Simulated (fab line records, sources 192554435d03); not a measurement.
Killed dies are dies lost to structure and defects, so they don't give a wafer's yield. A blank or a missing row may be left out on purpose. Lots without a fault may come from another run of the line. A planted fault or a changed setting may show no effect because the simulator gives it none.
fab line records | flow n5_finfet | part 1 of 2: steps 1 to 15 of 25
record lots=5 wafers=15 last_day=18
route steps=1938 shown BEOL_M6@1229
lots that met no fault: from a run of the same line without faults
start_h: hours from the record's first day to the start of the lot's first wafer shown | wait_h: hours since the lot's step before | " the same as in the row above | L1.1+2: a row that stands for several wafers | - no value, or no start given | * or withheld: withheld | < > ~ a bound
route shown NAME@n: a module of which the file shows steps, and the number in the route of the first | usual: mean/standard deviation of fault-free wafers | same: alike in all rows | chamber/n: place in a boat | sites: the reading at each site | _std_site: their standard deviation | _edge_site: outer sites' mean less inner sites' | radius_mm: how far each site lies from the wafer's centre | mask NAME#n: copy n | behind: the tool/chamber that last shaped the wafer | hold: why the lot was held/for how many hours/how that ended | device: the transistor (n, p or np) that didn't switch | end of line: the same wafers' tests at the end of the route | a step without rows: its recipe alone | killed: dies lost to structure and defects at the first sort, not the wafer's yield | map: a wafer's dies, x killed, . not, _ none there
set.NAME: the setting as run; set.NAME@STEP: as run at that earlier step | model.NAME: the simulator's own value behind a step, which no gauge read
lots at some steps of the route; a table a step, a row a wafer
services: from which hour (start_h, from the record's first day; less than 0 if before it) a tool's chamber was out of use, for how many hours, and why
## steps
# step N5_BEOL_M6_INSPECT_30
# recipe mode=adi inspect_instrument=brightfield
# usual raw_defect_count=358/75
# columns lot.wafer tool chamber start_h wait_h raw_defect_count
L083.3 defect_inspect-01 - 221.94 0.0 269
L083.5 " - " " 342
L083.6 " - " " 349
L095.1 defect_inspect-01 - 303.50 0.1 316
L095.3 " - " " 228
L095.4 " - " " 204
L094.1 defect_inspect-02 - 311.59 0.1 439
L094.2 " - " " 329
L094.6 " - " " 347
L087.4 defect_inspect-02 - 337.52 0.0 383
L087.5 " - " " 246
L087.6 " - " " 464
L096.2 defect_inspect-02 - 344.18 0.0 435
L096.3 " - " " 302
L096.6 " - " " 430
# step N5_BEOL_M6_DESCUM_33
# recipe chemistry=O2 time_s=7 source_power_w=50 bias_power_w=20 pressure_mtorr=20 rf_frequency_hz=2.712e+07 temp_c=40 resist=CAR-EUV o2_flow_sccm=225
# usual drypump_motor_current_A=6.0/0.4 oes_product_au=0.81/0.079 rf_vpp_V=243.2/1.6 showerhead_plenum_p_Torr=2.10/0.085 temp_c=40.00/0.11 throttle_valve_pct=20.41/0.21
# same time_s=7
# columns lot.wafer tool chamber start_h wait_h drypump_motor_current_A oes_product_au rf_hours_counter_h rf_vpp_V showerhead_plenum_p_Torr temp_c throttle_valve_pct
L083.3 rie_diel-04 0 221.97 0.0 6.3 0.91 26 242.1 2.07 39.94 20.22
L083.5 " 2 " " 6.3 0.71 - 242.0 1.98 40.04 20.90
L083.6 " 1 " " 6.3 0.88 - 242.8 2.12 39.82 20.34
L095.1 rie_diel-02 0 303.53 0.0 6.4 0.69 232 241.1 1.98 39.90 20.65
L095.3 " 2 " " 6.0 0.75 178 243.4 2.18 39.88 20.38
L095.4 " 1 " " 6.2 0.84 56 245.7 2.22 39.91 20.26
L094.1 rie_diel-04 1 311.62 0.0 6.3 0.84 82 242.5 2.11 40.13 20.38
L094.2 " 3 " " 5.3 0.82 71 242.1 2.03 39.78 20.16
L094.6 " 0 " " 6.2 0.87 - 242.3 2.06 40.19 20.27
L087.4 rie_diel-03 1 337.55 0.0 5.9 0.79 113 243.1 2.10 40.14 20.68
L087.5 " 3 " " 5.4 0.78 - 244.6 2.20 40.04 20.20
L087.6 " 2 " " 5.1 0.98 - 241.6 2.05 40.02 20.12
L096.2 rie_diel-02 3 344.76 0.6 6.4 0.81 96 244.8 2.10 40.08 20.46
L096.3 " 0 " " 6.4 0.69 243 242.9 1.98 40.15 20.69
L096.6 " 1 " " 6.2 0.81 - 244.7 2.22 39.91 20.28
# step N5_BEOL_M6_ETCH_72
# recipe chemistry=N2/H2 target=underlayer target_depth_a=65 mask_material=CAR-EUV time_s=5.2 ion_energy_ev=200 pressure_mtorr=30 source_w=840 bias_w=150 n2_flow_sccm=200 h2_flow_sccm=200 ends=cleared
# usual drypump_motor_current_A=6.0/0.4 etch_rf_on_time_s=5.14/0.15 oes_product_au=0.69/0.069 rf_vpp_V=524/3.1 showerhead_plenum_p_Torr=2.55/0.11 throttle_valve_pct=17.83/0.25
# columns lot.wafer tool chamber start_h wait_h drypump_motor_current_A etch_rf_on_time_s oes_product_au rf_hours_counter_h rf_vpp_V showerhead_plenum_p_Torr throttle_valve_pct
L083.3 rie_diel-04 0 222.01 0.0 6.3 5.11 0.78 26 524 2.48 17.47
L083.5 " 2 " " 6.3 5.07 0.61 - 522 2.40 18.25
L083.6 " 1 " " 6.3 5.09 0.76 - 524 2.58 17.77
L095.1 rie_diel-02 0 303.57 0.0 6.4 5.35 0.58 232 519 2.41 18.16
L095.3 " 2 " " 6.0 4.87 0.66 178 528 2.63 17.78
L095.4 " 1 " " 6.2 5.18 0.71 56 527 2.70 17.71
L094.1 rie_diel-04 1 311.66 0.0 6.3 5.05 0.72 82 522 2.57 17.85
L094.2 " 3 " " 5.3 4.96 0.73 71 521 2.46 17.50
L094.6 " 0 " " 6.3 5.09 0.74 - 524 2.47 17.50
L087.4 rie_diel-03 1 337.59 0.0 5.9 5.36 0.65 113 525 2.54 17.98
L087.5 " 3 " " 5.4 5.18 0.67 - 526 2.68 17.72
L087.6 " 2 " " 5.1 5.27 0.83 - 523 2.52 17.78
L096.2 rie_diel-02 3 344.79 0.0 6.3 5.22 0.70 96 523 2.58 18.03
L096.3 " 0 " " 6.4 5.37 0.58 243 518 2.41 18.21
L096.6 " 1 " " 6.2 5.23 0.70 - 530 2.70 17.72
# step N5_BEOL_M6_ETCH_65
# recipe chemistry=CF4 target=SiARC target_depth_a=156 mask_material=CAR-EUV time_s=26 ion_energy_ev=80 pressure_mtorr=40 source_w=545 bias_w=36 Ar_flow_sccm=100 cf4_flow_sccm=100 ends=cleared
# usual drypump_motor_current_A=6.0/0.4 etch_rf_on_time_s=25.8/0.83 oes_product_au=0.69/0.07 rf_vpp_V=184.2/1.3 showerhead_plenum_p_Torr=2.15/0.081 throttle_valve_pct=15.60/0.26
# columns lot.wafer tool chamber start_h wait_h drypump_motor_current_A etch_rf_on_time_s oes_product_au rf_hours_counter_h rf_vpp_V showerhead_plenum_p_Torr throttle_valve_pct
L083.3 rie_diel-04 0 222.02 0.0 6.3 25.4 0.79 26 184.9 2.11 15.34
L083.5 " 2 " " 6.3 25.4 0.61 - 183.1 2.04 16.13
L083.6 " 1 " " 6.3 25.0 0.76 - 185.0 2.18 15.65
L095.1 rie_diel-02 0 303.58 0.0 6.4 26.9 0.58 232 182.4 2.03 15.89
L095.3 " 2 " " 6.0 24.6 0.65 178 184.1 2.23 15.63
L095.4 " 1 " " 6.2 25.9 0.72 56 186.8 2.25 15.33
L094.1 rie_diel-04 1 311.67 0.0 6.3 25.3 0.72 82 184.4 2.18 15.69
L094.2 " 3 " " 5.3 24.7 0.72 71 184.1 2.08 15.34
L094.6 " 0 " " 6.3 25.4 0.75 - 185.3 2.10 15.37
L087.4 rie_diel-03 1 337.60 0.0 5.9 27.2 0.65 113 185.7 2.17 16.02
L087.5 " 3 " " 5.4 26.3 0.67 - 186.0 2.23 15.38
L087.6 " 2 " " 5.1 26.8 0.83 - 183.9 2.10 15.26
L096.2 rie_diel-02 3 344.81 0.0 6.3 26.4 0.69 96 183.4 2.16 15.62
L096.3 " 0 " " 6.4 26.7 0.58 243 183.6 2.03 15.88
L096.6 " 1 " " 6.2 25.9 0.70 - 185.4 2.25 15.34
# step N5_BEOL_M6_ETCH_66
# recipe chemistry=N2/H2 target=SOC target_depth_a=800 overetch_a=160 mask_material=SiARC temp_c=40 time_s=120 ion_energy_ev=200 pressure_mtorr=30 source_w=840 bias_w=150 n2_flow_sccm=200 h2_flow_sccm=200
# usual drypump_motor_current_A=6.0/0.4 oes_product_au=0.62/0.059 rf_vpp_V=524/3.1 showerhead_plenum_p_Torr=2.55/0.11 temp_c=40.03/0.1 throttle_valve_pct=17.79/0.25
# same time_s=120
# columns lot.wafer tool chamber start_h wait_h drypump_motor_current_A oes_product_au rf_hours_counter_h rf_vpp_V showerhead_plenum_p_Torr temp_c throttle_valve_pct
L083.3 rie_diel-04 0 222.05 0.0 6.3 0.69 26 522 2.48 40.25 17.40
L083.5 " 2 " " 6.3 0.55 - 519 2.40 39.88 18.22
L083.6 " 1 " " 6.3 0.67 - 526 2.58 39.83 17.75
L095.1 rie_diel-02 0 303.61 0.0 6.4 0.53 232 521 2.41 39.95 18.13
L095.3 " 2 " " 6.0 0.57 178 527 2.63 40.13 17.73
L095.4 " 1 " " 6.2 0.64 56 528 2.70 39.99 17.65
L094.1 rie_diel-04 1 311.70 0.0 6.3 0.64 82 524 2.57 39.97 17.79
L094.2 " 3 " " 5.3 0.63 71 521 2.46 40.05 17.44
L094.6 " 0 " " 6.3 0.67 - 522 2.47 40.11 17.46
L087.4 rie_diel-03 1 337.63 0.0 5.9 0.60 113 524 2.54 39.87 17.94
L087.5 " 3 " " 5.4 0.60 - 527 2.68 40.09 17.64
L087.6 " 2 " " 5.1 0.76 - 522 2.52 40.10 17.73
L096.2 rie_diel-02 3 344.84 0.0 6.3 0.62 96 524 2.58 39.76 18.00
L096.3 " 0 " " 6.4 0.52 243 520 2.41 40.24 18.15
L096.6 " 1 " " 6.2 0.63 - 528 2.70 40.13 17.68
# step N5_BEOL_M6_STRIP_69
# recipe chemistry=N2/H2 temp_c=40 n2_flow_sccm=200 h2_flow_sccm=200 rf_frequency_hz=6e+07
# columns lot.wafer tool chamber start_h wait_h
L083.3+5+6 rie_diel-04 0,2,1 222.13 0.0
L095.1+3+4 rie_diel-02 0,2,1 303.69 0.0
L094.1+2+6 rie_diel-04 1,3,0 311.78 0.0
L087.4+5+6 rie_diel-03 1,3,2 337.71 0.0
L096.2+3+6 rie_diel-02 3,0,1 344.92 0.0
# step N5_BEOL_M6_STRIP_73
# recipe chemistry=N2/H2 temp_c=40 n2_flow_sccm=200 h2_flow_sccm=200 rf_frequency_hz=6e+07
# columns lot.wafer tool chamber start_h wait_h
L083.3+5+6 rie_diel-04 0,2,1 222.14 0.0
L095.1+3+4 rie_diel-02 0,2,1 303.70 0.0
L094.1+2+6 rie_diel-04 1,3,0 311.79 0.0
L087.4+5+6 rie_diel-03 1,3,2 337.72 0.0
L096.2+3+6 rie_diel-02 3,0,1 344.93 0.0
# step N5_BEOL_M6_VIA_ETCH_34
# recipe chemistry=C4F6/O2 target=SiCOH_lowk target_depth_a=1263 mask_material=SOC taper_deg=4 time_s=50.9 ion_energy_ev=250 pressure_mtorr=30 source_w=345 bias_w=185 Ar_flow_sccm=300 C4F6_flow_sccm=10 O2_flow_sccm=10
# usual O2_flow_sccm=10.002/0.029 drypump_motor_current_A=6.0/0.4 oes_product_au=0.81/0.08 rf_vpp_V=672/12 showerhead_plenum_p_Torr=2.86/0.11 throttle_valve_pct=20.90/0.25
# same time_s=50.9
# columns lot.wafer tool chamber start_h wait_h O2_flow_sccm drypump_motor_current_A oes_product_au rf_hours_counter_h rf_vpp_V showerhead_plenum_p_Torr throttle_valve_pct
L083.3 rie_diel-04 0 222.15 0.0 10.046 6.3 0.91 26 673 2.78 20.54
L083.5 " 2 " " 9.940 6.3 0.71 - 671 2.70 21.35
L083.6 " 1 " " 10.020 6.3 0.88 - 659 2.91 21.01
L095.1 rie_diel-02 0 303.71 0.0 9.995 6.4 0.70 232 686 2.70 21.13
L095.3 " 2 " " 9.974 6.0 0.77 178 679 2.97 20.97
L095.4 " 1 " " 10.024 6.2 0.84 56 673 3.00 20.67
L094.1 rie_diel-04 1 311.80 0.0 9.979 6.3 0.84 82 657 2.90 21.07
L094.2 " 3 " " 9.976 5.3 0.83 71 655 2.77 20.64
L094.6 " 0 " " 9.966 6.3 0.87 - 674 2.77 20.58
L087.4 rie_diel-03 1 337.73 0.0 10.010 5.9 0.77 113 663 2.89 21.32
L087.5 " 3 " " 10.001 5.4 0.79 - 689 2.97 20.63
L087.6 " 2 " " 10.038 5.1 0.96 - 686 2.81 20.67
L096.2 rie_diel-02 3 344.94 0.0 9.979 6.4 0.82 96 666 2.88 20.98
L096.3 " 0 " " 10.014 6.4 0.68 243 685 2.70 21.14
L096.6 " 1 " " 10.018 6.2 0.83 - 674 3.00 20.69
# step N5_BEOL_M6_STRIP_76
# recipe chemistry=C4F6/O2 resist=SiARC rf_frequency_hz=6e+07
# columns lot.wafer tool chamber start_h wait_h
L083.3+5+6 rie_diel-04 0,2,1 222.20 0.0
L095.1+3+4 rie_diel-02 0,2,1 303.75 0.0
L094.1+2+6 rie_diel-04 1,3,0 311.85 0.0
L087.4+5+6 rie_diel-03 1,3,2 337.77 0.0
L096.2+3+6 rie_diel-02 3,0,1 344.98 0.0
# step N5_BEOL_M6_STRIP_36
# recipe chemistry=N2/H2 power_w=450 temp_c=40 pressure_mtorr=20 rf_frequency_hz=6e+07 overash_fraction=0.3 bias_power_w=7 h2_frac=0.5 n2_flow_sccm=200 h2_flow_sccm=200
# usual drypump_motor_current_A=6.0/0.4 oes_product_au=0.81/0.079 rf_vpp_V=59.1/1.5 showerhead_plenum_p_Torr=2.55/0.11 temp_c=39.98/0.1 throttle_valve_pct=23.59/0.29
# columns lot.wafer tool chamber start_h wait_h drypump_motor_current_A oes_product_au rf_hours_counter_h rf_vpp_V showerhead_plenum_p_Torr temp_c throttle_valve_pct
L083.3 rie_diel-04 0 222.21 0.0 6.3 0.92 26 60.1 2.47 39.98 23.18
L083.5 " 2 " " 6.3 0.70 - 60.5 2.40 40.00 23.88
L083.6 " 1 " " 6.3 0.87 - 58.5 2.58 40.03 23.44
L095.1 rie_diel-02 0 303.76 0.0 6.4 0.71 232 60.2 2.41 40.23 23.98
L095.3 " 2 " " 6.0 0.76 178 59.4 2.63 40.10 23.47
L095.4 " 1 " " 6.2 0.83 56 58.1 2.70 40.07 23.58
L094.1 rie_diel-04 1 311.86 0.0 6.3 0.84 82 58.1 2.57 39.84 23.47
L094.2 " 3 " " 5.3 0.82 71 59.6 2.46 40.09 23.17
L094.6 " 0 " " 6.3 0.88 - 61.1 2.46 39.97 23.20
L087.4 rie_diel-03 1 337.78 0.0 5.9 0.79 113 59.4 2.54 39.97 23.59
L087.5 " 3 " " 5.4 0.78 - 59.7 2.67 39.88 23.50
L087.6 " 2 " " 5.1 0.99 - 58.3 2.51 39.92 23.85
L096.2 rie_diel-02 3 344.99 0.0 6.4 0.81 96 61.5 2.58 40.08 24.02
L096.3 " 0 " " 6.4 0.67 243 59.1 2.40 39.97 24.03
L096.6 " 1 " " 6.2 0.83 - 59.4 2.70 39.98 23.63
# step N5_BEOL_M6_TRENCH_ETCH_37
# recipe chemistry=C4F6/O2 target_depth_a=944.35 target=SiCOH_lowk time_s=31.5 ion_energy_ev=250 pressure_mtorr=30 source_w=345 bias_w=185 Ar_flow_sccm=300 C4F6_flow_sccm=10 O2_flow_sccm=10
# usual O2_flow_sccm=10.005/0.029 drypump_motor_current_A=6.0/0.4 oes_product_au=0.81/0.079 rf_vpp_V=672/12 showerhead_plenum_p_Torr=2.86/0.11 throttle_valve_pct=20.93/0.25
# same time_s=31.5
# columns lot.wafer tool chamber start_h wait_h O2_flow_sccm drypump_motor_current_A oes_product_au rf_hours_counter_h rf_vpp_V showerhead_plenum_p_Torr throttle_valve_pct
L083.3 rie_diel-04 0 - - 10.000 6.3 0.92 26 675 2.78 20.59
L083.5 " 2 " " 10.039 6.3 0.71 - 673 2.70 21.35
L083.6 " 1 " " 9.996 6.3 0.88 - 659 2.91 21.05
L095.1 rie_diel-02 0 - - 9.932 6.4 0.69 232 685 2.70 21.16
L095.3 " 2 " " 9.973 6.0 0.76 178 679 2.97 21.01
L095.4 " 1 " " 10.013 6.2 0.84 56 674 3.00 20.70
L094.1 rie_diel-04 1 - - 10.001 6.3 0.85 82 658 2.90 21.08
L094.2 " 3 " " 10.059 5.3 0.83 71 654 2.77 20.65
L094.6 " 0 " " 10.039 6.3 0.88 - 673 2.77 20.61
L087.4 rie_diel-03 1 - - 9.938 5.9 0.77 113 663 2.89 21.36
L087.5 " 3 " " 10.053 5.4 0.79 - 689 2.97 20.65
L087.6 " 2 " " 10.040 5.1 0.97 - 687 2.81 20.70
L096.2 rie_diel-02 3 - - 10.033 6.4 0.81 96 666 2.88 21.03
L096.3 " 0 " " 9.983 6.4 0.68 243 686 2.70 21.17
L096.6 " 1 " " 10.045 6.2 0.82 - 674 3.00 20.71
# step N5_BEOL_M6_ETCH_41
# recipe chemistry=CH3F/O2 target=SiCN target_depth_a=297 taper_deg=2 time_s=52 ion_energy_ev=120 mask_material=TiN pressure_mtorr=30 source_w=395 bias_w=75 Ar_flow_sccm=150 CH3F_flow_sccm=30 O2_flow_sccm=20
# usual CH3F_flow_sccm=30.02/0.095 O2_flow_sccm=19.99/0.057 drypump_motor_current_A=6.0/0.4 oes_product_au=0.81/0.08 rf_vpp_V=297.4/1.8 showerhead_plenum_p_Torr=2.01/0.082 throttle_valve_pct=16.31/0.26
# same time_s=52
# columns lot.wafer tool chamber start_h wait_h CH3F_flow_sccm O2_flow_sccm drypump_motor_current_A oes_product_au rf_hours_counter_h rf_vpp_V showerhead_plenum_p_Torr throttle_valve_pct
L083.3 rie_diel-04 0 - - 30.07 20.07 6.3 0.93 26 296.7 1.95 15.97
L083.5 " 2 " " 29.89 20.10 6.3 0.71 - 293.8 1.89 16.79
L083.6 " 1 " " 29.92 20.09 6.3 0.88 - 297.4 2.05 16.38
L095.1 rie_diel-02 0 - - 30.00 20.02 6.4 0.69 233 295.7 1.90 16.60
L095.3 " 2 " " 30.03 19.95 6.0 0.77 178 298.3 2.09 16.35
L095.4 " 1 " " 30.08 20.00 6.2 0.83 56 301.5 2.12 16.09
L094.1 rie_diel-04 1 - - 30.03 20.11 6.3 0.84 82 298.9 2.04 16.43
L094.2 " 3 " " 29.91 19.89 5.3 0.84 71 296.2 1.94 16.05
L094.6 " 0 " " 29.96 19.91 6.3 0.87 - 297.3 1.95 16.01
L087.4 rie_diel-03 1 - - 30.14 19.93 5.9 0.77 113 296.1 2.03 16.69
L087.5 " 3 " " 29.94 19.91 5.4 0.79 - 299.8 2.09 16.09
L087.6 " 2 " " 29.88 19.87 5.1 0.97 - 295.1 1.97 16.02
L096.2 rie_diel-02 3 - - 30.06 19.93 6.3 0.82 96 297.5 2.02 16.37
L096.3 " 0 " " 30.06 20.05 6.4 0.68 243 294.8 1.89 16.60
L096.6 " 1 " " 30.17 20.00 6.2 0.82 - 299.2 2.11 16.09
# step N5_BEOL_M6_STRIP_80
# recipe chemistry=N2/H2 time_s=10 power_w=450 temp_c=40 pressure_mtorr=20 rf_frequency_hz=6e+07 bias_power_w=7 n2_flow_sccm=200 h2_flow_sccm=200
# usual drypump_motor_current_A=6.0/0.4 oes_product_au=0.81/0.08 rf_vpp_V=59.3/0.85 showerhead_plenum_p_Torr=2.55/0.11 temp_c=40.01/0.12 throttle_valve_pct=23.60/0.29
# same time_s=10
# columns lot.wafer tool chamber start_h wait_h drypump_motor_current_A oes_product_au rf_hours_counter_h rf_vpp_V showerhead_plenum_p_Torr temp_c throttle_valve_pct
L083.3 rie_diel-04 0 - - 6.3 0.92 26 58.8 2.47 39.81 23.19
L083.5 " 2 " " 6.3 0.71 - 58.6 2.40 39.81 23.90
L083.6 " 1 " " 6.3 0.89 - 59.7 2.58 39.97 23.47
L095.1 rie_diel-02 0 - - 6.4 0.69 233 58.2 2.41 39.86 24.01
L095.3 " 2 " " 6.0 0.75 178 59.4 2.63 39.95 23.47
L095.4 " 1 " " 6.2 0.84 56 58.4 2.70 40.02 23.58
L094.1 rie_diel-04 1 - - 6.3 0.83 82 59.3 2.57 40.02 23.50
L094.2 " 3 " " 5.3 0.83 71 59.5 2.46 40.03 23.17
L094.6 " 0 " " 6.3 0.88 - 58.7 2.46 39.96 23.22
L087.4 rie_diel-03 1 - - 5.9 0.78 113 60.6 2.54 40.03 23.59
L087.5 " 3 " " 5.4 0.78 - 60.0 2.67 40.05 23.48
L087.6 " 2 " " 5.1 0.98 - 58.5 2.51 40.16 23.82
L096.2 rie_diel-02 3 - - 6.4 0.83 96 59.3 2.58 40.02 24.02
L096.3 " 0 " " 6.4 0.69 243 58.2 2.40 39.98 24.01
L096.6 " 1 " " 6.2 0.82 - 59.2 2.69 39.85 23.59
# step N5_BEOL_M6_OCD_MEAS_38
# usual trench_depth_nm=95.1/2
# columns lot.wafer tool chamber start_h wait_h trench_depth_nm
L083.3 ocd-01 - 222.40 - 96.5
L083.5 " - " " 95.6
L083.6 " - " " 96.7
L095.1 ocd-02 - 303.96 - 93.3
L095.3 " - " " 97.8
L095.4 " - " " 94.6
L094.1 ocd-02 - 312.05 - 96.4
L094.2 " - " " 97.0
L094.6 " - " " 96.6
L087.4 ocd-02 - 337.98 - 92.9
L087.5 " - " " 95.8
L087.6 " - " " 92.6
L096.2 ocd-02 - 345.18 - 93.0
L096.3 " - " " 93.1
L096.6 " - " " 95.2
# step N5_BEOL_M6_HM_STRIP_39
# recipe chemistry=peroxide_tin_strip material=TiN target_depth_a=250 temp_c=50 time_s=158
# usual temp_c=49.99/0.12
# same time_s=158
# columns lot.wafer tool chamber start_h wait_h temp_c
L083.3 wet_bench-06 5 222.43 0.0 49.70
L083.5 " 7 " " 50.05
L083.6 " 4 " " 49.94
L095.1 wet_bench-03 0 303.99 0.0 49.89
L095.3 " 5 " " 50.05
L095.4 " 1 " " 49.96
L094.1 wet_bench-03 5 312.08 0.0 50.26
L094.2 " 6 " " 50.16
L094.6 " 1 " " 49.96
L087.4 wet_bench-03 2 338.01 0.0 49.94
L087.5 " 3 " " 49.83
L087.6 " 7 " " 49.90
L096.2 wet_bench-05 3 345.22 0.0 50.04
L096.3 " 0 " " 49.86
L096.6 " 6 " " 49.88
